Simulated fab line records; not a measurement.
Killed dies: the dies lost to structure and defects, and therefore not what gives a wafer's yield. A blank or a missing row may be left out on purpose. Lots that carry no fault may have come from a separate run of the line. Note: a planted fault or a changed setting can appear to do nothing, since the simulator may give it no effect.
Matching of chambers | flow nand harc | 4 sister chambers for NHARC_P_BONDPAD_STRIP_15 on rie diel-06
The step strips in O2. 16 wafers are shown with their chamber, then 8 later ones without.

WAFERS PAIRED WITH THEIR CHAMBERS
wafer  | chamber | showerhead plenum p Torr (Torr) | drypump motor current A (A) | oes product au (a.u.)
L074.2 | 3       | 3.35                            | 5.2                         | 1.012
L074.3 | 2       | 3.71                            | 5.9                         | 1.004
L074.6 | 3       | 3.35                            | 5.3                         | 0.996
L079.2 | 3       | 3.35                            | 5.2                         | 1.007
L079.3 | 2       | 3.71                            | 5.9                         | 1.003
L079.6 | 0       | 3.44                            | 5.5                         | 0.997
L077.3 | 0       | 3.43                            | 5.5                         | 0.997
L077.4 | 3       | 3.35                            | 5.2                         | 1.005
L077.5 | 1       | 3.54                            | 5.8                         | 0.990
L080.1 | 2       | 3.71                            | 5.9                         | 1.002
L080.3 | 1       | 3.54                            | 5.8                         | 0.987
L080.5 | 3       | 3.35                            | 5.2                         | 1.014
L081.1 | 1       | 3.54                            | 5.8                         | 0.993
L081.4 | 0       | 3.43                            | 5.5                         | 1.012
L081.6 | 3       | 3.35                            | 5.2                         | 1.022
L088.2 | 1       | 3.53                            | 5.8                         | 0.989

SIGNATURES (means of the wafers above)
reading                  | chamber 0 | chamber 1 | chamber 2 | chamber 3 | scatter within a chamber
showerhead plenum p Torr | 3.4333    | 3.5375    | 3.7100    | 3.3500    | 0.00344
drypump motor current A  | 5.500     | 5.800     | 5.900     | 5.217     | 0.0264
oes product au           | 1.00200   | 0.98975   | 1.00300   | 1.00933   | 0.00684
Rule: a wafer lies at a distance from a chamber equal to the root of the sum of squares, over the readings, of (its reading less the chamber's mean, divided by the reading's scatter). The wafer belongs to the nearest chamber; if the next one is less than 2 further off, it can't be placed. How the scatter is found: for the shown wafers, subtract from each reading the mean of its chamber, square and add these, divide the total by (wafers less chambers), then take the root.

WAFERS WITHOUT THEIR CHAMBER
wafer  | showerhead plenum p Torr (Torr) | drypump motor current A (A) | oes product au (a.u.)
L088.4 | 3.43                            | 5.5                         | 0.999
L088.5 | 3.43                            | 5.5                         | 1.013
L093.2 | 3.53                            | 5.8                         | 1.001
L093.3 | 3.70                            | 5.9                         | 1.008
L093.4 | 3.43                            | 5.5                         | 0.997
L096.1 | 3.43                            | 5.5                         | 1.006
L096.2 | 3.53                            | 5.8                         | 1.003
L096.4 | 3.70                            | 5.9                         | 1.003

EACH ONE'S CHAMBER
wafer  | from the rows above | in truth
L088.4 | 0                   | 0
L088.5 | 0                   | 0
L093.2 | 1                   | 1
L093.3 | 2                   | 2
L093.4 | 0                   | 0
L096.1 | 0                   | 0
L096.2 | 1                   | 1
L096.4 | 2                   | 2
Correct placement for 8 of the 8. Number that these rows cannot place: 0. Number placed wrongly: 0.
